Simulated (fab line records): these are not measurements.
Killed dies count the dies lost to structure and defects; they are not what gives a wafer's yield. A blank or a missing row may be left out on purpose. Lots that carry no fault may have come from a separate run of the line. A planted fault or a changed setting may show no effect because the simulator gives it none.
Chamber matching ; flow n5 finfet ; 4 sister chambers for N5_BEOL_M6_STRIP_36 on rie diel-05
The step strips in N2/H2. 4 wafers are shown with their chamber, then 12 later ones without.

## WAFERS WITH THEIR CHAMBER
wafer;chamber;drypump motor current A (A)
L091.1;0;5.5
L091.4;1;5.5
L091.5;3;5.6
L091.6;2;6.2

## WAFERS WITH NO CHAMBER GIVEN
wafer;drypump motor current A (A)
L093.1;5.5
L093.2;6.2
L093.3;5.6
L093.4;6.2
L093.5;5.5
L093.6;5.6
L095.2;5.6
L095.3;6.2
L095.5;5.5
L096.1;5.5
L096.2;6.1
L096.5;5.6

## WHICH CHAMBER EACH WENT THROUGH
wafer;from the rows above;in truth
L093.1;can't be placed: 0 or 1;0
L093.2;2;2
L093.3;3;3
L093.4;2;2
L093.5;can't be placed: 0 or 1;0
L093.6;3;3
L095.2;3;3
L095.3;2;2
L095.5;can't be placed: 0 or 1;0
L096.1;can't be placed: 0 or 1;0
L096.2;2;2
L096.5;3;3
Placed correctly: 8 of 12. From these rows, 4 cannot be placed; in 4 the true chamber is one of the candidates. Wrongly placed: 0.
How it was worked out, from the rows above alone: a wafer's distance from a chamber is the root of the sum, over the readings, of the square of ((its reading less the chamber's mean) divided by the reading's scatter). If the next closest chamber is less than 2 further off than the closest, the wafer can't be placed; otherwise it belongs to the closest. For every chamber, the mean is computed from those of its wafers that are shown. The scatter: with one shown wafer a chamber, the root of the mean of the squares of how far each hidden wafer lies from its nearest shown one.
